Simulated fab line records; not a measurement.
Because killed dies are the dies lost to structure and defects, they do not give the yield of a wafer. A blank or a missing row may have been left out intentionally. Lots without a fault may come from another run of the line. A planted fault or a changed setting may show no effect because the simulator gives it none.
fab line records -- flow nand_harc -- part 2 of 2: steps 22 to 33 of 33
[record] lots = 5, wafers = 15, last_day = 32
route steps=1302 shown A_CONTACT@1003
lots that met no fault: taken from a fault-free run of the same line
start_h: hours from the record's first day to the start of the lot's first wafer shown -- wait_h: hours since the lot's step before -- " unchanged from the row above -- L1.1+2: one row covering several wafers at once -- - no value, or no start was given -- * or withheld: withheld -- < > ~ a bound
route shown NAME@n: a module of which the file shows steps, and the number in the route of the first -- usual: average and standard deviation across the fault-free wafers -- same: alike in all rows -- chamber/n: place in a boat -- sites: per-site readings -- _std_site: standard deviation across them -- _edge_site: outer sites' mean less inner sites' -- radius_mm: how far each site lies from the wafer's centre -- mask NAME#n: copy n -- behind: tool/chamber where the wafer was last shaped -- hold: what put the lot on hold/how long, in hours/how the hold closed -- device: the n, p or np transistor that did not switch -- end of line: the route-end tests of the same wafers -- a step without rows: its recipe alone -- killed: dies that structure and defects cost at the first sort, which is not the same as the wafer's yield -- map: shows each die of a wafer: x if killed, . if not, _ if none is there
set.NAME: the setting that was run; set.NAME@STEP: the one run at that earlier step -- model.NAME: the simulator's own value behind a step, which no gauge read
certain route steps with their lots: each step a table, each wafer a row
services: a tool's chamber out of use, with start hour (start_h, from the record's first day; less than 0 if before it), hours out, and reason
[[steps]]
[step NHARC_A_CONTACT_ETCH_102]
[recipe] target_depth_a = 1000, overetch_a = 100, time_s = 55, ion_energy_ev = 100, cf4_flow_sccm = 80, o2_flow_sccm = 20, ar_flow_sccm = 0, rf_w = 300, bias_w = 100, chemistry = CF4/O2
[usual] drypump_motor_current_A = 5.6/0.43, o2_flow_sccm = 20.00/0.06, oes_product_au = 0.999/0.011, rf_vpp_V = 197.4/1.4, showerhead_plenum_p_Torr = 1.32/0.065, throttle_valve_pct = 13.398/0.0089
lot.wafer,tool,chamber,start_h,wait_h,drypump_motor_current_A,o2_flow_sccm,oes_product_au,rf_hours_counter_h,rf_vpp_V,showerhead_plenum_p_Torr,throttle_valve_pct
L075.2,rie_diel-01,3,507.48,0.1,5.8,19.94,1.011,18,197.9,1.35,13.390
L075.3,rie_diel-01,0,507.48,0.1,6.0,20.00,1.017,34,197.0,1.26,13.388
L075.6,rie_diel-01,2,507.48,0.1,6.4,20.02,0.992,-,196.0,1.26,13.387
L076.4,rie_diel-11,1,522.39,0.1,6.1,19.85,1.013,9,194.4,1.25,13.396
L076.2,rie_diel-11,2,522.39,0.1,5.8,20.08,0.997,10,195.7,1.26,13.393
L076.6,rie_diel-11,2,522.39,0.1,5.8,20.05,0.988,-,196.5,1.26,13.400
L079.4,rie_diel-05,2,558.73,0.1,5.8,20.00,1.008,55,198.6,1.35,13.378
L079.2,rie_diel-05,0,558.73,0.1,5.0,20.05,1.013,51,197.8,1.34,13.400
L079.6,rie_diel-05,3,558.73,0.1,5.2,20.05,1.005,-,199.3,1.42,13.392
L088.4,rie_diel-01,2,650.06,0.1,6.4,20.03,0.990,29,197.4,1.25,13.395
L088.6,rie_diel-01,1,650.06,0.1,5.2,19.95,0.980,-,197.9,1.29,13.384
L088.5,rie_diel-01,2,650.06,0.1,6.4,20.02,0.981,-,197.1,1.25,13.390
L095.1,rie_diel-01,3,694.97,0.1,5.8,19.87,0.994,50,196.6,1.33,13.397
L095.2,rie_diel-01,0,694.97,0.1,5.9,20.08,0.996,45,195.1,1.25,13.397
L095.6,rie_diel-01,3,694.97,0.1,5.8,19.87,1.014,-,198.1,1.33,13.409
[step NHARC_A_CONTACT_STRIP_55]
[recipe] o2_flow_sccm = 500, ar_flow_sccm = 0, bias_w = 0, chemistry = O2
[usual] drypump_motor_current_A = 5.7/0.41, o2_flow_sccm = 500.0/1.4, oes_product_au = 1.001/0.0096, rf_vpp_V = 57.7/0.95, showerhead_plenum_p_Torr = 3.50/0.17, throttle_valve_pct = 17.038/0.0095
lot.wafer,tool,chamber,start_h,wait_h,drypump_motor_current_A,o2_flow_sccm,oes_product_au,rf_hours_counter_h,rf_vpp_V,showerhead_plenum_p_Torr,throttle_valve_pct
L075.3,rie_diel-01,0,-,-,5.9,498.9,1.017,34,57.5,3.34,17.049
L075.2,rie_diel-01,2,-,-,6.4,500.4,0.980,33,59.5,3.33,17.031
L075.6,rie_diel-01,1,-,-,5.2,502.6,0.986,-,58.8,3.44,17.031
L076.4,rie_diel-11,0,-,-,5.4,501.2,1.004,10,59.9,3.72,17.035
L076.2,rie_diel-11,1,-,-,6.0,500.6,1.003,9,58.3,3.31,17.019
L076.6,rie_diel-11,3,-,-,5.1,502.9,1.009,-,58.0,3.67,17.038
L079.2,rie_diel-05,3,-,-,5.2,500.1,1.002,50,59.5,3.75,17.038
L079.4,rie_diel-05,2,-,-,5.9,499.7,1.009,55,56.6,3.57,17.045
L079.6,rie_diel-05,3,-,-,5.2,499.2,1.003,-,58.6,3.75,17.017
L088.4,rie_diel-01,2,-,-,6.4,503.1,0.983,29,57.4,3.31,17.034
L088.5,rie_diel-01,3,-,-,5.9,499.3,0.988,-,57.3,3.53,17.025
L088.6,rie_diel-01,0,-,-,6.0,499.7,1.006,-,57.2,3.31,17.034
L095.2,rie_diel-01,3,-,-,5.8,501.3,1.000,50,57.4,3.52,17.042
L095.1,rie_diel-01,2,-,-,6.4,502.0,0.986,49,58.7,3.30,17.010
L095.6,rie_diel-01,3,-,-,5.8,498.8,0.998,-,57.9,3.52,17.045
[step NHARC_A_CONTACT_STRIP_56]
[recipe] time_s = 600, temp_c = 30, chemistry = post_etch_residue_remover
lot.wafer,tool,chamber,start_h,wait_h
L075.2+3+6,wet_bench-03,"0,1,5",507.86,-
L076.4+6+2,wet_bench-03,"0,3,5",522.84,-
L079.4+6+2,wet_bench-07,"4,5,6",559.13,-
L088.6+5+4,wet_bench-03,"0,1,4",650.45,-
L095.2+1+6,wet_bench-03,"3,5,6",695.38,-
[step NHARC_A_CONTACT_DEP_57]
[recipe] target_thk_a = 53000, temp_c = 400, material = aC
[usual] throttle_valve_pct = 35.001/0.0097
lot.wafer,tool,chamber,start_h,wait_h,throttle_valve_pct
L075.2,acl_dep-02,0,508.67,-,35.010
L075.3,acl_dep-02,0,508.67,-,35.007
L075.6,acl_dep-02,0,510.84,-,35.019
L076.2,acl_dep-01,0,523.65,-,35.013
L076.4,acl_dep-01,0,524.73,-,35.011
L076.6,acl_dep-01,0,525.81,-,35.009
L079.2,acl_dep-03,0,559.92,-,34.987
L079.4,acl_dep-03,0,560.98,-,34.993
L079.6,acl_dep-03,0,562.03,-,34.993
L088.4,acl_dep-02,0,654.47,-,34.974
L088.5,acl_dep-02,0,654.47,-,34.998
L088.6,acl_dep-02,0,654.47,-,34.999
L095.1,acl_dep-01,0,695.68,-,35.021
L095.2,acl_dep-01,0,695.68,-,34.992
L095.6,acl_dep-01,0,698.33,-,34.992
[step NHARC_A_CONTACT_DEP_58]
[recipe] target_thk_a = 900, target_thk_nm = 90, temp_c = 400, pressure_torr = 3.5, flow_sccm = 200, rf_w = 350, material = SiON
[usual] heater_power_w = 747/71
lot.wafer,tool,chamber,start_h,wait_h,heater_power_w
L075.3,pecvd-02,2,511.43,1.7,791
L075.2,pecvd-02,0,511.43,1.7,602
L075.6,pecvd-02,1,511.43,1.7,716
L076.2,pecvd-03,0,526.37,2.2,854
L076.4,pecvd-03,0,526.37,2.2,858
L076.6,pecvd-03,0,526.37,2.2,841
L079.2,pecvd-01,2,562.61,2.2,735
L079.4,pecvd-01,2,562.61,2.2,731
L079.6,pecvd-01,0,562.61,2.2,703
L088.5,pecvd-01,1,656.21,0.7,668
L088.4,pecvd-01,2,656.21,0.7,652
L088.6,pecvd-01,0,656.21,0.7,828
L095.2,pecvd-03,1,698.89,2.1,922
L095.1,pecvd-03,0,698.89,2.1,702
L095.6,pecvd-03,1,698.89,2.1,925
[step NHARC_A_CONTACT_DEHYDRATE_59]
[recipe] temp_c = 150, time_s = 120
lot.wafer,tool,chamber,start_h,wait_h
L075.2+3+6,litho_track-06,0,511.68,0.2
L076.2+4+6,litho_track-06,0,526.73,0.3
L079.2+4+6,litho_track-06,0,562.86,0.2
L088.4+5+6,litho_track-01,0,656.40,0.1
L095.1+2+6,litho_track-01,0,699.15,0.2
[step NHARC_A_CONTACT_HMDS_60]
[recipe] time_s = 30
lot.wafer,tool,chamber,start_h,wait_h
L075.2+3+6,litho_track-06,0,-,-
L076.2+4+6,litho_track-06,0,-,-
L079.2+4+6,litho_track-06,0,-,-
L088.4+5+6,litho_track-01,0,-,-
L095.1+2+6,litho_track-01,0,-,-
[step NHARC_A_CONTACT_COAT_61]
[recipe] temp_c = 260, time_s = 75
lot.wafer,tool,chamber,start_h,wait_h
L075.2+3+6,litho_track-06,0,-,-
L076.2+4+6,litho_track-06,0,-,-
L079.2+4+6,litho_track-06,0,-,-
L088.4+5+6,litho_track-01,0,-,-
L095.1+2+6,litho_track-01,0,-,-
[step NHARC_A_CONTACT_COAT_62]
[recipe] temp_c = 225, time_s = 65
lot.wafer,tool,chamber,start_h,wait_h
L075.2+3+6,litho_track-06,0,-,-
L076.2+4+6,litho_track-06,0,-,-
L079.2+4+6,litho_track-06,0,-,-
L088.4+5+6,litho_track-01,0,-,-
L095.1+2+6,litho_track-01,0,-,-
[step NHARC_A_CONTACT_COAT_63]
[recipe] spin_rpm = 1500, resist_thk_nm = 90
lot.wafer,tool,chamber,start_h,wait_h
L075.2+3+6,litho_track-06,0,-,-
L076.2+4+6,litho_track-06,0,-,-
L079.2+4+6,litho_track-06,0,-,-
L088.4+5+6,litho_track-01,0,-,-
L095.1+2+6,litho_track-01,0,-,-
[step NHARC_A_CONTACT_SOFTBAKE_64]
[recipe] temp_c = 105, time_s = 55
lot.wafer,tool,chamber,start_h,wait_h
L075.2+3+6,litho_track-06,0,-,-
L076.2+4+6,litho_track-06,0,-,-
L079.2+4+6,litho_track-06,0,-,-
L088.4+5+6,litho_track-01,0,-,-
L095.1+2+6,litho_track-01,0,-,-
[step NHARC_A_CONTACT_EBR_65]
lot.wafer,tool,chamber,start_h,wait_h
L075.2+3+6,litho_track-06,0,-,-
L076.2+4+6,litho_track-06,0,-,-
L079.2+4+6,litho_track-06,0,-,-
L088.4+5+6,litho_track-01,0,-,-
L095.1+2+6,litho_track-01,0,-,-
[[services]]
tool,chamber,start_h,hours,kind
rie_diel-05,3,491.62,1.4,repair
pecvd-01,-,492.03,13.0,pm
har_cap_etch-01,-,497.00,17.0,pm
litho_track-01,-,505.00,7.0,pm
pecvd-01,1,505.66,19.1,repair
pecvd-03,2,523.41,17.9,repair
litho_track-06,-,529.00,7.0,pm
pecvd-03,-,547.08,13.0,pm
rie_diel-11,-,547.39,0.5,repair
rie_diel-11,3,550.39,8.1,repair
acl_dep-01,-,554.46,13.0,pm
rie_diel-01,-,558.24,9.0,pm
wet_bench-03,-,562.46,8.0,pm
pecvd-03,-,564.50,1.8,repair
pecvd-03,2,571.26,2.0,repair
pecvd-01,1,582.05,11.5,repair
rie_diel-05,-,583.85,9.0,pm
pecvd-01,-,593.92,1.4,repair
rie_diel-11,-,609.69,9.0,pm
rie_diel-11,-,619.94,0.7,repair
litho_track-01,-,680.00,7.0,pm
rie_diel-05,2,682.78,3.6,repair
rie_diel-01,3,688.07,2.9,repair
rie_diel-01,2,690.59,2.4,repair
